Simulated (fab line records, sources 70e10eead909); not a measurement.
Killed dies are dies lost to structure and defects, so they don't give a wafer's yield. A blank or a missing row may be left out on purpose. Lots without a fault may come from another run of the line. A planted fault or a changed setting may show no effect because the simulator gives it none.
fab line records | flow nand_harc
record lots=24 wafers=72 last_day=33
route steps=1302 shown P_STI@96 P_CONTACT@247 P_M1@296 P_BONDPAD@367 A_CHANNEL_HOLE_D1@475
lots that met no fault: from a run of the same line without faults
start_h: hours from the record's first day to the start of the lot's first wafer shown | wait_h: hours since the lot's step before | " the same as in the row above | L1.1+2: a row that stands for several wafers | - no value, or no start given | * or withheld: withheld | < > ~ a bound
route shown NAME@n: a module of which the file shows steps, and the number in the route of the first | usual: mean/standard deviation of fault-free wafers | same: alike in all rows | chamber/n: place in a boat | sites: the reading at each site | _std_site: their standard deviation | _edge_site: outer sites' mean less inner sites' | radius_mm: how far each site lies from the wafer's centre | mask NAME#n: copy n | behind: the tool/chamber that last shaped the wafer | hold: why the lot was held/for how many hours/how that ended | device: the transistor (n, p or np) that didn't switch | end of line: the same wafers' tests at the end of the route | a step without rows: its recipe alone | killed: dies lost to structure and defects at the first sort, not the wafer's yield | map: a wafer's dies, x killed, . not, _ none there
set.NAME: the setting as run; set.NAME@STEP: as run at that earlier step | model.NAME: the simulator's own value behind a step, which no gauge read
steps of the route over a sample of lots; a table a step, a row a wafer
services: from which hour (start_h, from the record's first day; less than 0 if before it) a tool's chamber was out of use, for how many hours, and why
## steps
# step NHARC_P_STI_OCD_MEAS_43
# usual trench_depth_nm=302/3.4 trench_foot_cd_nm=158.9/1.8
# columns lot.wafer tool chamber start_h wait_h trench_depth_nm trench_foot_cd_nm
L074.1 ocd-01 - 47.27 - 298 159.6
L074.4 " - " " 301 160.5
L074.5 " - " " 301 157.0
L075.1 ocd-02 - 53.97 - 310 154.3
L075.5 " - " " 303 157.4
L075.6 " - " " 304 156.9
L076.2 ocd-01 - 65.98 - 308 159.4
L076.3 " - " " 307 157.0
L076.4 " - " " 306 162.2
L077.2 ocd-02 - 75.33 - 300 160.6
L077.5 " - " " 306 158.6
L077.6 " - " " 304 158.4
L078.1 ocd-01 - 84.08 - 301 160.7
L078.3 " - " " 300 160.2
L078.5 " - " " 297 157.0
L079.3 ocd-02 - 93.95 - 310 156.6
L079.5 " - " " 303 156.8
L079.6 " - " " 296 158.5
L080.4 ocd-02 - 104.77 - 301 162.9
L080.5 " - " " 303 159.2
L080.6 " - " " 300 159.4
L081.1 ocd-01 - 115.05 - 299 159.6
L081.2 " - " " 307 156.9
L081.3 " - " " 299 158.3
L082.3 ocd-02 - 124.36 - 304 160.8
L082.4 " - " " 303 156.9
L082.5 " - " " 300 158.8
L083.1 ocd-02 - 136.70 - 300 157.0
L083.4 " - " " 302 160.5
L083.6 " - " " 298 159.5
L084.2 ocd-01 - 147.72 - 306 157.2
L084.3 " - " " 301 161.7
L084.6 " - " " 301 161.0
L085.2 ocd-01 - 154.43 - 297 161.0
L085.3 " - " " 303 159.9
L085.4 " - " " 308 158.9
L086.1 ocd-02 - 164.34 - 300 160.6
L086.4 " - " " 302 159.5
L086.6 " - " " 299 161.0
L087.2 ocd-01 - 174.14 - 301 159.3
L087.4 " - " " 302 158.5
L087.5 " - " " 301 161.0
L088.2 ocd-02 - 185.60 - 304 156.4
L088.3 " - " " 299 157.9
L088.5 " - " " 300 155.2
L089.3 ocd-01 - 195.96 - 303 156.7
L089.4 " - " " 299 157.3
L089.5 " - " " 300 160.6
L090.1 ocd-02 - 204.41 - 300 156.3
L090.3 " - " " 306 157.9
L090.6 " - " " 305 155.7
L091.1 ocd-01 - 214.18 - 303 163.0
L091.3 " - " " 307 159.2
L091.4 " - " " 306 160.9
L092.1 ocd-02 - 224.00 - 305 156.8
L092.2 " - " " 304 156.9
L092.5 " - " " 304 157.9
L093.3 ocd-01 - 233.84 - 304 160.5
L093.5 " - " " 302 158.0
L093.6 " - " " 300 160.4
L094.1 ocd-02 - 244.73 - 299 163.1
L094.4 " - " " 299 160.4
L094.5 " - " " 302 158.1
L095.2 ocd-02 - 258.41 - 305 155.4
L095.5 " - " " 304 160.3
L095.6 " - " " 301 158.8
L096.1 ocd-02 - 265.20 - 302 160.5
L096.5 " - " " 305 160.1
L096.6 " - " " 305 160.6
L097.1 ocd-01 - 273.66 - 299 159.6
L097.4 " - " " 305 156.4
L097.5 " - " " 305 158.7
# step NHARC_P_CONTACT_ALD_22
# recipe target_thk_a=30 pulse_time_s=1 ald_cycles=150 temp_c=450 material=TiN
# usual heater_power_w=1064/92 precursor_pulse_height_rel=1.003/0.02
# same pulse_time_s=1
# columns lot.wafer tool chamber start_h wait_h heater_power_w precursor_pulse_height_rel
L074.1 ald_metal-03 0 119.25 - 838 1.005
L074.4 " 1 " " 1154 0.999
L074.5 " 0 " " 853 1.031
L075.1 ald_metal-01 0 126.52 - 970 1.008
L075.5 " 2 " " 1057 0.987
L075.6 " 3 " " 1154 1.018
L076.3 ald_metal-04 2 139.49 - 1064 0.994
L076.4 " 3 " " 1096 0.998
L076.2 " 0 " " 1017 0.985
L077.2 ald_metal-01 2 144.46 - 1113 0.971
L077.5 " 0 " " 960 1.006
L077.6 " 1 " " 1044 0.984
L078.1 ald_metal-01 2 155.69 - 1074 1.024
L078.3 " 3 " " 1166 0.998
L078.5 " 1 " " 1042 1.023
L079.3 ald_metal-03 2 166.32 - 1121 0.977
L079.6 " 1 " " 1204 0.987
L079.5 " 2 " " 1129 1.010
L080.4 ald_metal-04 1 182.58 - 1105 0.988
L080.6 " 1 " " 1073 1.025
L080.5 " 2 " " 1128 0.992
L081.2 ald_metal-03 2 189.83 - 1121 1.007
L081.1 " 0 " " 834 0.986
L081.3 " 1 " " 1146 1.029
L082.4 ald_metal-04 3 198.00 - 1115 1.001
L082.3 " 2 " " 1090 0.971
L082.5 " 0 " " 1035 0.961
L083.4 ald_metal-01 2 213.04 - 1079 0.996
L083.1 " 0 " " 928 1.007
L083.6 " 3 " " 1157 0.973
L084.2 ald_metal-04 1 220.55 - 1068 0.989
L084.3 " 0 " " 1023 1.045
L084.6 " 2 " " 1069 1.023
L085.4 ald_metal-03 2 230.40 - 1081 1.015
L085.2 " 3 " " 1123 0.991
L085.3 " 1 " " 1176 0.955
L086.1 ald_metal-01 1 233.94 - 1017 1.033
L086.4 " 2 " " 1097 1.011
L086.6 " 0 " " 927 0.986
L087.2 ald_metal-04 3 246.28 - 1103 1.012
L087.4 " 2 " " 1076 1.007
L087.5 " 3 " " 1099 0.964
L088.3 ald_metal-04 1 271.75 - 1082 0.982
L088.2 " 3 " " 1080 0.996
L088.5 " 0 " " 1060 1.019
L089.3 ald_metal-03 3 272.34 - 1115 0.987
L089.4 " 1 " " 1228 1.024
L089.5 " 3 " " 1125 1.028
L090.1 ald_metal-01 3 281.98 - 1122 1.014
L090.3 " 1 " " 987 1.029
L090.6 " 3 " " 1142 1.029
L091.3 ald_metal-04 1 285.00 - 1081 0.997
L091.4 " 2 " " 1051 0.977
L091.1 " 3 " " 1136 0.998
L092.1 ald_metal-01 1 299.71 - 1003 1.001
L092.2 " 2 " " 1030 0.967
L092.5 " 0 " " 925 1.009
L093.3 ald_metal-01 0 315.62 - 915 0.990
L093.5 " 3 " " 1129 1.004
L093.6 " 0 " " 928 1.008
L094.1 ald_metal-03 2 316.24 - 1134 1.009
L094.4 " 0 " " 829 1.017
L094.5 " 3 " " 1135 1.009
L095.2 ald_metal-03 3 332.92 - 1135 1.010
L095.5 " 1 " " 1181 0.987
L095.6 " 2 " " 1103 0.960
L096.1 ald_metal-01 2 336.89 - 1044 1.020
L096.6 " 1 " " 985 1.023
L096.5 " 2 " " 1088 1.033
L097.1 ald_metal-04 3 344.36 - 1094 1.018
L097.4 " 0 " " 994 0.999
L097.5 " 2 " " 1090 0.994
# step NHARC_P_M1_OVL_MEAS_10
# recipe pitch_nm=260
# usual overlay_x_nm=-0.2/0.75 overlay_y_nm=0.0/0.85
# columns lot.wafer tool chamber start_h wait_h overlay_x_nm overlay_y_nm
L074.1 overlay-02 - 125.45 - 0.3 -0.2
L074.4 " - " " -0.4 -0.1
L074.5 " - " " 0.4 0.2
L075.1 overlay-01 - 132.76 - -1.0 -0.4
L075.5 " - " " -0.5 -0.5
L075.6 " - " " -0.8 -1.1
L076.2 overlay-02 - 145.86 - -0.3 1.1
L076.3 " - " " -0.3 0.5
L076.4 " - " " -0.3 0.2
L077.2 overlay-01 - 151.21 - 0.6 0.5
L077.5 " - " " 0.6 1.2
L077.6 " - " " 1.4 0.7
L078.1 overlay-02 - 161.94 - -0.5 1.0
L078.3 " - " " 0.4 0.6
L078.5 " - " " -0.4 0.5
L079.3 overlay-02 - 172.51 - 0.4 -1.1
L079.5 " - " " 0.0 -1.4
L079.6 " - " " 0.2 -1.3
L080.4 overlay-02 - 188.93 - -1.1 1.3
L080.5 " - " " -1.1 0.7
L080.6 " - " " -0.8 1.7
L081.1 overlay-02 - 196.65 - -0.9 0.0
L081.2 " - " " -0.8 -0.8
L081.3 " - " " -0.8 -0.2
L082.3 overlay-02 - 204.36 - 0.7 -1.0
L082.4 " - " " 0.5 -0.8
L082.5 " - " " 0.4 -1.0
L083.1 overlay-02 - 219.25 - 0.7 -0.5
L083.4 " - " " 0.2 0.1
L083.6 " - " " 1.0 -0.5
L084.2 overlay-01 - 226.74 - -0.2 -0.3
L084.3 " - " " 0.3 -0.7
L084.6 " - " " 0.5 -0.4
L085.2 overlay-02 - 236.80 - -0.7 0.9
L085.3 " - " " -1.2 0.6
L085.4 " - " " -0.9 0.8
L086.1 overlay-02 - 240.16 - 0.5 1.3
L086.4 " - " " 0.4 1.3
L086.6 " - " " 0.5 0.6
L087.2 overlay-01 - 252.59 - -1.4 0.0
L087.4 " - " " -0.7 -0.3
L087.5 " - " " -0.9 -0.4
L088.2 overlay-02 - 278.35 - -1.4 -0.4
L088.3 " - " " -1.1 -0.3
L088.5 " - " " -2.1 -1.1
L089.3 overlay-02 - 279.37 - 0.1 0.3
L089.4 " - " " 0.6 -0.3
L089.5 " - " " 0.9 -0.2
L090.1 overlay-02 - 288.87 - -0.2 0.2
L090.3 " - " " 0.3 0.1
L090.6 " - " " 0.0 -0.2
L091.1 overlay-01 - 291.16 - 0.1 -1.0
L091.3 " - " " 0.2 -0.7
L091.4 " - " " 0.7 -0.9
L092.1 overlay-01 - 305.96 - 0.8 0.0
L092.2 " - " " 0.5 -0.3
L092.5 " - " " 0.8 -0.4
L093.3 overlay-02 - 321.78 - -1.9 0.0
L093.5 " - " " -1.7 0.3
L093.6 " - " " -1.8 0.4
L094.1 overlay-02 - 322.61 - -1.0 -0.5
L094.4 " - " " -1.3 0.7
L094.5 " - " " -0.7 -0.4
L095.2 overlay-02 - 339.19 - -0.1 -1.6
L095.5 " - " " -0.6 -1.8
L095.6 " - " " -0.2 -2.6
L096.1 overlay-02 - 342.98 - -0.3 -0.4
L096.5 " - " " -0.5 0.3
L096.6 " - " " -0.2 0.3
L097.1 overlay-02 - 350.61 - 0.2 1.0
L097.4 " - " " 0.4 1.9
L097.5 " - " " 0.9 0.8
# step NHARC_P_M1_DEP_33
# recipe target_thk_a=300 temp_c=370 target_thk_nm=30 pressure_torr=3 flow_sccm=200 rf_w=450 material=SiCN
# usual chamber_pressure_Torr=3.000/0.0067 heater_power_w=589/100
# columns lot.wafer tool chamber start_h wait_h chamber_pressure_Torr heater_power_w
L074.1 pecvd-03 0 128.32 0.1 3.000 404
L074.4 " 2 " " 3.012 660
L074.5 " 0 " " 3.003 397
L075.1 pecvd-04 0 136.12 0.1 2.997 621
L075.6 " 1 " " 2.998 617
L075.5 " 2 " " 3.004 583
L076.3 pecvd-04 0 148.68 0.1 3.004 662
L076.2 " 1 " " 3.008 713
L076.4 " 1 " " 3.002 728
L077.2 pecvd-04 0 154.11 0.1 2.995 647
L077.6 " 1 " " 2.999 699
L077.5 " 0 " " 2.992 642
L078.1 pecvd-01 1 164.80 0.1 3.002 614
L078.3 " 0 " " 2.995 669
L078.5 " 2 " " 2.999 395
L079.3 pecvd-04 2 175.42 0.1 3.010 658
L079.6 " 1 " " 2.992 655
L079.5 " 2 " " 3.001 639
L080.5 pecvd-01 0 191.87 0.2 2.989 688
L080.6 " 1 " " 3.004 618
L080.4 " 2 " " 3.003 383
L081.1 pecvd-03 0 199.48 0.1 3.000 458
L081.2 " 1 " " 2.997 591
L081.3 " 2 " " 3.005 655
L082.3 pecvd-03 0 207.22 0.1 3.002 410
L082.5 " 0 " " 3.004 420
L082.4 " 1 " " 2.992 598
L083.1 pecvd-04 0 222.06 0.1 2.990 622
L083.6 " 0 " " 3.006 600
L083.4 " 1 " " 2.999 700
L084.3 pecvd-03 0 229.61 0.1 2.988 452
L084.2 " 1 " " 2.991 549
L084.6 " 1 " " 2.996 546
L085.2 pecvd-04 2 239.63 0.1 3.000 539
L085.3 " 0 " " 3.001 655
L085.4 " 1 " " 3.000 652
L086.1 pecvd-03 1 242.97 0.1 2.988 515
L086.4 " 1 " " 3.002 540
L086.6 " 0 " " 3.009 440
L087.2 pecvd-01 2 255.41 0.1 2.999 439
L087.4 " 0 " " 2.996 709
L087.5 " 1 " " 3.000 542
L088.2 pecvd-03 1 281.48 0.1 2.998 596
L088.3 " 2 " " 2.993 650
L088.5 " 0 " " 2.997 470
L089.3 pecvd-01 2 282.27 0.1 3.002 416
L089.4 " 0 " " 3.004 715
L089.5 " 1 " " 2.998 639
L090.3 pecvd-04 2 291.71 0.1 3.002 549
L090.1 " 1 " " 3.007 702
L090.6 " 2 " " 3.003 565
L091.1 pecvd-03 2 294.16 0.1 3.008 623
L091.3 " 0 " " 3.001 408
L091.4 " 0 " " 3.007 412
L092.2 pecvd-04 2 309.06 0.1 3.014 596
L092.1 " 0 " " 3.005 566
L092.5 " 1 " " 2.996 708
L093.3 pecvd-01 0 324.72 0.1 3.001 789
L093.5 " 2 " " 2.989 445
L093.6 " 0 " " 2.998 775
L094.1 pecvd-01 2 325.57 0.1 2.997 425
L094.5 " 2 " " 3.001 429
L094.4 " 0 " " 3.009 775
L095.2 pecvd-03 1 342.16 0.1 3.007 621
L095.5 " 0 " " 2.995 405
L095.6 " 1 " " 3.009 637
L096.1 pecvd-01 2 345.95 0.1 3.000 438
L096.5 " 1 " " 3.001 558
L096.6 " 0 " " 2.980 812
L097.1 pecvd-03 0 353.62 0.1 3.004 463
L097.4 " 0 " " 3.002 455
L097.5 " 1 " " 2.997 618
# step NHARC_P_BONDPAD_DESCUM_11
# recipe time_s=3 o2_flow_sccm=200 ar_flow_sccm=0 bias_power_w=0 chemistry=O2
# usual drypump_motor_current_A=5.9/0.4 oes_product_au=0.998/0.0093 rf_vpp_V=57.7/0.9 showerhead_plenum_p_Torr=1.92/0.073 throttle_valve_pct=11.311/0.0095
# columns lot.wafer tool chamber start_h wait_h drypump_motor_current_A oes_product_au rf_hours_counter_h rf_vpp_V showerhead_plenum_p_Torr throttle_valve_pct
L074.4 rie_diel-09 1 134.03 - 6.2 0.992 5.1 58.0 1.97 11.317
L074.1 " 2 " " 6.1 1.002 10.4 57.5 1.95 11.303
L074.5 " 2 " " 6.1 1.003 - 57.8 1.95 11.313
L075.1 rie_diel-03 0 142.13 - 5.3 0.984 1.9 58.4 1.86 11.306
L075.5 " 0 " " 5.3 0.986 - 57.1 1.86 11.311
L075.6 " 1 " " 5.8 0.985 - 56.4 1.94 11.315
L076.2 rie_diel-03 3 154.68 - 5.7 0.993 2.1 56.2 1.79 11.312
L076.4 " 0 " " 5.3 1.007 2.2 58.6 1.86 11.316
L076.3 " 2 " " 6.3 1.005 2.3 57.1 1.91 11.324
L077.2 rie_diel-09 1 160.05 - 6.2 0.990 0.7 58.2 1.97 11.307
L077.5 " 3 " " 6.3 0.989 - 57.2 1.85 11.311
L077.6 " 0 " " 6.3 0.983 - 57.1 1.83 11.311
L078.1 rie_diel-12 0 170.61 - 6.2 1.000 2.3 57.9 2.02 11.314
L078.3 " 1 " " 6.3 1.002 2.3 57.9 2.05 11.315
L078.5 " 3 " " 5.3 0.995 - 56.5 1.89 11.300
L079.3 rie_diel-09 1 181.57 - 6.2 1.003 2.0 59.5 1.97 11.307
L079.6 " 2 " " 6.1 1.009 - 59.6 1.95 11.301
L079.5 " 3 " " 6.3 0.986 - 58.6 1.85 11.310
L080.4 rie_diel-09 3 197.50 - 6.3 0.989 2.2 58.6 1.85 11.310
L080.5 " 1 " " 6.2 1.002 - 56.9 1.97 11.313
L080.6 " 2 " " 6.2 0.993 - 57.2 1.95 11.301
L081.1 rie_diel-12 3 205.58 - 5.3 1.014 2.1 57.0 1.89 11.309
L081.2 " 1 " " 6.4 1.007 3.2 57.8 2.05 11.304
L081.3 " 2 " " 5.7 1.004 3.2 59.1 1.96 11.314
L082.3 rie_diel-12 3 213.07 - 5.3 1.008 2.5 56.4 1.89 11.305
L082.4 " 2 " " 5.7 0.988 3.7 57.1 1.97 11.325
L082.5 " 3 " " 5.3 1.003 - 57.6 1.89 11.316
L083.4 rie_diel-12 2 227.79 - 5.7 0.997 4.3 58.0 1.97 11.306
L083.1 " 3 " " 5.3 1.011 3.1 56.9 1.89 11.317
L083.6 " 3 " " 5.3 1.002 - 56.3 1.89 11.297
L084.3 rie_diel-09 1 235.43 - 6.2 0.999 4.9 60.0 1.97 11.319
L084.2 " 2 " " 6.1 0.992 5.2 57.0 1.95 11.315
L084.6 " 0 " " 6.4 0.998 - 57.7 1.83 11.323
L085.4 rie_diel-09 0 245.52 - 6.3 1.003 6.9 58.5 1.83 11.317
L085.2 " 1 " " 6.2 1.001 5.1 57.5 1.97 11.301
L085.3 " 3 " " 6.3 0.995 6.3 58.6 1.85 11.292
L086.1 rie_diel-12 2 248.85 - 5.7 0.975 5.1 57.3 1.96 11.318
L086.4 " 1 " " 6.4 0.988 4.9 57.0 2.05 11.309
L086.6 " 3 " " 5.3 1.004 - 58.1 1.89 11.312
L087.2 rie_diel-03 0 261.47 - 5.4 1.010 6.6 56.9 1.86 11.316
L087.4 " 1 " " 5.8 0.985 6.7 58.1 1.93 11.317
L087.5 " 3 " " 5.6 0.990 - 56.6 1.79 11.310
L088.2 rie_diel-12 0 287.81 - 6.2 1.006 0.2 59.3 2.02 11.319
L088.3 " 2 " " 5.7 0.987 0.2 58.6 1.96 11.317
L088.5 " 3 " " 5.3 0.998 - 58.3 1.89 11.313
L089.3 rie_diel-12 3 288.86 - 5.3 1.000 0.4 58.9 1.89 11.321
L089.4 " 3 " " 5.3 1.012 - 58.4 1.89 11.305
L089.5 " 0 " " 6.2 1.006 - 57.8 2.02 11.331
L090.1 rie_diel-03 3 297.62 - 5.7 0.987 0.0 58.3 1.79 11.304
L090.3 " 1 " " 5.8 1.004 0.0 58.6 1.93 11.319
L090.6 " 2 " " 6.3 0.984 - 58.7 1.91 11.324
L091.3 rie_diel-12 2 300.23 - 5.7 0.986 0.7 56.9 1.96 11.305
L091.4 " 0 " " 6.2 1.015 0.7 57.4 2.02 11.320
L091.1 " 1 " " 6.4 0.994 0.1 58.5 2.05 11.309
L092.2 rie_diel-09 3 315.08 - 6.3 0.995 11.2 57.9 1.85 11.313
L092.1 " 1 " " 6.2 1.003 10.2 57.5 1.97 11.333
L092.5 " 0 " " 6.3 0.990 - 57.3 1.83 11.306
L093.3 rie_diel-12 2 330.53 - 5.7 0.992 1.3 57.5 1.96 11.301
L093.5 " 2 " " 5.7 0.985 - 58.3 1.96 11.299
L093.6 " 3 " " 5.3 1.008 - 56.6 1.88 11.309
L094.1 rie_diel-03 0 331.75 - 5.3 1.009 2.0 56.3 1.86 11.323
L094.4 " 1 " " 5.8 1.000 2.1 58.4 1.93 11.301
L094.5 " 0 " " 5.3 1.002 - 56.8 1.86 11.330
L095.2 rie_diel-03 2 348.18 - 6.3 0.981 3.1 56.9 1.91 11.318
L095.6 " 0 " " 5.3 1.005 - 57.7 1.86 11.317
L095.5 " 2 " " 6.3 0.986 - 57.6 1.91 11.326
L096.1 rie_diel-12 2 352.46 - 5.7 0.981 2.4 57.4 1.96 11.319
L096.5 " 3 " " 5.3 1.008 - 58.1 1.88 11.301
L096.6 " 0 " " 6.2 1.011 - 57.1 2.02 11.306
L097.1 rie_diel-03 2 359.67 - 6.3 0.993 4.6 58.1 1.91 11.296
L097.4 " 0 " " 5.4 1.004 4.4 57.0 1.86 11.305
L097.5 " 3 " " 5.7 1.002 - 57.9 1.79 11.304
# step NHARC_A_CHANNEL_HOLE_D1_ETCH_23
# recipe bias_v=5000 source_w=withheld pressure_mtorr=20 time_s=819 ar_flow_sccm=375 c4f8_flow_sccm=89.3 o2_flow_sccm=35.7 temp_c=-20 target_depth_a=16000 chemistry=C4F8/O2/Ar
# usual drypump_motor_current_A=5.3/0.47 oes_air_line_au=1.001/0.02 showerhead_plenum_p_Torr=3.70/0.067 temp_c=-20.00/0.095 throttle_valve_pct=32.155/0.0099
# columns lot.wafer tool chamber start_h wait_h drypump_motor_current_A oes_air_line_au rf_hours_counter_h showerhead_plenum_p_Torr temp_c throttle_valve_pct
L074.1 har_etch-02 1 182.40 0.5 5.2 1.020 288 3.77 -19.83 32.173
L074.4 " 0 " " 4.8 0.978 - 3.66 -19.94 32.155
L074.5 " 0 " " 4.8 0.976 - 3.66 -20.03 32.152
L075.1 har_etch-02 0 188.56 0.5 4.8 1.003 292 3.66 -19.84 32.174
L075.6 " 0 " " 4.8 1.014 - 3.66 -19.95 32.146
L075.5 " 1 " " 5.1 0.995 - 3.77 -20.12 32.160
L076.2 har_etch-02 0 204.51 0.5 4.8 1.030 304 3.66 -19.97 32.152
L076.3 " 1 " " 5.2 1.007 - 3.76 -19.95 32.156
L076.4 " 0 " " 4.8 1.019 - 3.66 -20.07 32.165
L077.2 har_etch-01 1 212.03 0.5 6.1 0.993 105 3.70 -19.90 32.143
L077.5 " 1 " " 6.1 0.973 - 3.69 -20.16 32.156
L077.6 " 0 " " 5.7 0.999 - 3.72 -19.87 32.154
L078.1 har_etch-02 0 215.86 0.5 4.8 1.001 311 3.65 -20.07 32.141
L078.3 " 0 " " 4.8 0.995 - 3.65 -20.09 32.153
L078.5 " 1 " " 5.1 0.969 - 3.76 -19.98 32.145
L079.3 har_etch-01 0 228.21 0.5 5.7 1.001 - 3.72 -19.95 32.149
L079.5 " 0 " " 5.7 1.002 - 3.72 -20.06 32.154
L079.6 " 1 " " 6.1 0.988 - 3.69 -20.08 32.160
L080.4 har_etch-01 0 245.72 0.5 5.7 1.019 - 3.72 -19.98 32.161
L080.5 " 1 " " 6.1 1.004 - 3.69 -19.92 32.161
L080.6 " 0 " " 5.7 1.012 - 3.71 -20.11 32.145
L081.2 har_etch-01 1 254.90 0.5 6.1 0.993 128 3.68 -19.92 32.144
L081.1 " 0 " " 5.7 1.036 128 3.71 -19.89 32.166
L081.3 " 1 " " 6.0 1.005 - 3.68 -19.96 32.151
L082.3 har_etch-02 1 258.54 0.5 5.2 1.008 - 3.75 -19.99 32.151
L082.4 " 0 " " 4.8 1.024 - 3.64 -19.88 32.174
L082.5 " 1 " " 5.2 1.018 - 3.74 -20.04 32.140
L083.1 har_etch-02 1 278.18 0.5 5.1 0.992 349 3.74 -19.99 32.168
L083.4 " 0 " " 4.8 1.007 - 3.63 -20.01 32.162
L083.6 " 1 " " 5.2 0.980 - 3.74 -19.93 32.151
L084.2 har_etch-01 1 282.86 0.5 6.1 1.001 147 3.67 -19.85 32.152
L084.3 " 0 " " 5.7 1.015 - 3.70 -19.99 32.158
L084.6 " 1 " " 6.1 0.986 - 3.67 -20.00 32.143
L085.2 har_etch-02 0 290.88 0.5 4.8 0.995 353 3.63 -20.02 32.131
L085.3 " 1 " " 5.1 1.009 - 3.74 -20.05 32.163
L085.4 " 0 " " 4.8 0.985 - 3.63 -20.10 32.149
L086.1 har_etch-02 0 299.19 0.5 4.8 0.999 361 3.63 -19.92 32.158
L086.4 " 0 " " 4.8 1.015 - 3.62 -20.04 32.160
L086.6 " 1 " " 5.2 1.041 - 3.73 -20.23 32.159
L087.2 har_etch-02 1 306.40 0.5 5.1 0.987 365 3.73 -19.96 32.151
L087.4 " 0 " " 4.8 1.038 - 3.62 -19.95 32.160
L087.5 " 0 " " 4.8 1.027 - 3.62 -19.77 32.141
L089.3 har_etch-02 1 335.61 0.5 5.2 0.956 - 3.72 -20.02 32.170
L089.4 " 0 " " 4.8 0.981 - 3.62 -19.97 32.153
L089.5 " 1 " " 5.2 0.983 - 3.72 -20.07 32.163
L088.2 har_etch-01 0 336.08 0.5 5.7 0.970 174 3.69 -20.00 32.139
L088.3 " 0 " " 5.7 0.991 - 3.69 -20.09 32.148
L088.5 " 1 " " 6.0 1.013 - 3.66 -19.90 32.141
L091.1 har_etch-02 0 342.76 0.5 4.8 1.017 380 3.61 -19.93 32.149
L091.3 " 0 " " 4.8 0.988 - 3.62 -19.93 32.162
L091.4 " 1 " " 5.2 0.947 - 3.72 -20.05 32.146
L090.1 har_etch-01 0 343.02 0.5 5.7 1.024 177 3.68 -19.97 32.155
L090.3 " 0 " " 5.7 1.015 - 3.68 -20.07 32.147
L090.6 " 1 " " 6.1 1.008 - 3.66 -20.06 32.168
L092.2 har_etch-02 1 369.27 0.5 5.2 1.003 388 3.72 -19.98 32.166
L092.1 " 0 " " 4.8 0.979 403 3.60 -20.15 32.160
L092.5 " 0 " " 4.8 0.967 - 3.60 -19.94 32.179
L094.1 har_etch-01 1 378.93 0.5 6.1 1.005 204 3.64 -19.76 32.160
L094.4 " 1 " " 6.1 1.034 - 3.64 -19.95 32.167
L094.5 " 0 " " 5.7 1.003 - 3.67 -20.11 32.150
L093.3 har_etch-02 0 379.69 0.5 4.8 0.979 - 3.60 -19.95 32.151
L093.6 " 0 " " 4.8 0.982 - 3.60 -19.92 32.133
L093.5 " 1 " " 5.1 1.021 - 3.71 -20.00 32.168
L095.2 har_etch-01 1 398.62 0.5 6.1 1.004 215 3.63 -20.05 32.163
L095.5 " 0 " " 5.7 1.007 - 3.66 -20.15 32.170
L095.6 " 1 " " 6.1 1.023 - 3.63 -19.98 32.150
L096.1 har_etch-02 1 400.75 0.5 5.1 0.975 1 3.71 -19.96 32.162
L096.5 " 0 " " 4.8 1.036 - 3.93 -20.09 32.166
L096.6 " 1 " " 5.2 1.014 - 3.71 -19.94 32.132
L097.1 har_etch-02 1 408.71 0.5 5.1 1.025 9 3.71 -19.92 32.156
L097.4 " 0 " " 4.8 1.017 - 3.93 -19.89 32.151
L097.5 " 1 " " 5.1 1.031 - 3.71 -20.06 32.158
## services
# columns tool chamber start_h hours kind
rie_diel-12 2 97.43 1.9 repair
ald_metal-04 - 118.00 10.0 pm
rie_diel-12 3 134.16 21.5 repair
rie_diel-12 - 169.19 0.6 repair
ald_metal-01 - 170.00 10.0 pm
pecvd-03 - 185.56 13.0 pm
pecvd-04 - 201.76 0.9 repair
pecvd-03 - 203.43 2.8 repair
pecvd-03 1 230.96 7.7 repair
rie_diel-12 3 231.38 9.6 repair
rie_diel-12 - 268.40 9.0 pm
pecvd-04 - 276.10 13.0 pm
ald_metal-04 2 278.40 4.3 repair
rie_diel-12 1 282.19 15.5 repair
ald_metal-01 3 283.39 26.9 repair
ald_metal-04 - 296.00 10.0 pm
pecvd-04 - 302.30 1.9 repair
pecvd-04 - 315.63 1.8 repair
rie_diel-12 0 328.09 6.6 repair
pecvd-03 - 334.73 0.5 repair
ald_metal-01 - 348.00 10.0 pm
pecvd-03 - 366.56 13.0 pm
har_etch-02 - 382.21 17.0 pm
ald_metal-01 0 404.90 26.3 repair
## key
fault none
